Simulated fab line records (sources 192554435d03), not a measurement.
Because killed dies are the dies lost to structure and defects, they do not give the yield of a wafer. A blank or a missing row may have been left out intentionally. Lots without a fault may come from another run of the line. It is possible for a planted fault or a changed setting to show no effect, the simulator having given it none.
Lot-split experiment	flow n5Finfet	7 lots, 21 wafers read, on a route of 1938 steps

== ON THE SPLIT ==
At N5_BEOL_M5_ETCH_72 (etches underlayer in N2/H2, target depth 6.5 nm, time 5.2 s), the setting biasW was moved away from the recipe's 150 W on 5 of the 21 wafers read, by -16.7% to +5.4%. All remaining wafers had this setting at the recipe value.

Reading taken at the split's own step.

== THE READING ==
rfVppV, in V, at N5_BEOL_M5_ETCH_72 (etches underlayer in N2/H2, target depth 6.5 nm, time 5.2 s). Typical for fault-free wafers on this fab line: 523.1 V, with standard deviation 2.6 V.

wafer	tool, chamber at the split	biasW as run, W	against the recipe	rfVppV, V	against lot-mates on the recipe
L075.1	rieDiel-01, 0	150	recipe	524.3	-
L075.2	rieDiel-01, 3	143	-4.7%	505.8	-18.5
L075.5	rieDiel-01, 2	143	-4.7%	511.6	-12.7
L079.2	rieDiel-01, 3	150	recipe	522.0	-
L079.3	rieDiel-01, 2	124.9	-16.7%	470.3	-51.7
L079.4	rieDiel-01, 2	124.9	-16.7%	470.3	-51.7
L078.1	rieDiel-03, 3	150	recipe	521.0	-
L078.2	rieDiel-03, 1	150	recipe	522.5	-
L078.5	rieDiel-03, 1	150	recipe	522.6	-
L085.1	rieDiel-01, 0	150	recipe	523.4	-
L085.5	rieDiel-01, 2	150	recipe	527.6	-
L085.6	rieDiel-01, 1	150	recipe	521.1	-
L090.2	rieDiel-01, 3	158.1	+5.4%	536.3	+15.1
L090.5	rieDiel-01, 0	150	recipe	522.9	-
L090.6	rieDiel-01, 1	150	recipe	519.5	-
L096.1	rieDiel-03, 3	150	recipe	520.5	-
L096.4	rieDiel-03, 1	150	recipe	521.4	-
L096.6	rieDiel-03, 0	150	recipe	528.7	-
L097.1	rieDiel-03, 1	150	recipe	523.3	-
L097.2	rieDiel-03, 3	150	recipe	519.6	-
L097.4	rieDiel-03, 0	150	recipe	525.1	-

FIT RESULTS
A straight line over all 21 wafers: rfVppV changes by +3.09 V for each +1% of biasW; r = +0.99; the points scatter about the line by 2.6 V.
The same after taking each lot's own level away (the mean of its wafers on the recipe; 21 wafers): +3.08 V for each +1%; r = +0.99; scatter 2.4 V.
On that fit, the largest move of biasW shifts the reading by 52 V.
From 521.20 to 524.30 V: that is the span of the lots' own levels, equal to 1.2 times the standard deviation above.
Consequently the slope shifts little with the lot-to-lot level, the two slopes agreeing.
Check: with one of the wafers moved furthest among these (-16.7%) left out of the fit, the line predicts -51.8 V for it against its lot-mates. It came out at -51.7 V against them.
Tool readings at the split's step, against how far the setting was moved: rfVppV r = +0.99.

== OTHER SPLITS ON THESE WAFERS ==
Before the reading, these wafers also passed through other splits. Each is held against what the fit with the lots' levels taken away leaves over:
other split on the same wafers	wafers away from the commonest value	r with rfVppV (lot level and that fit taken away)
N5_BEOL_M4_COAT_62 spinRpm	7	-0.07

== FILE'S OWN FIT ==
rfVppV changes by +3.08 V for each +1% of biasW, r = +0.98.
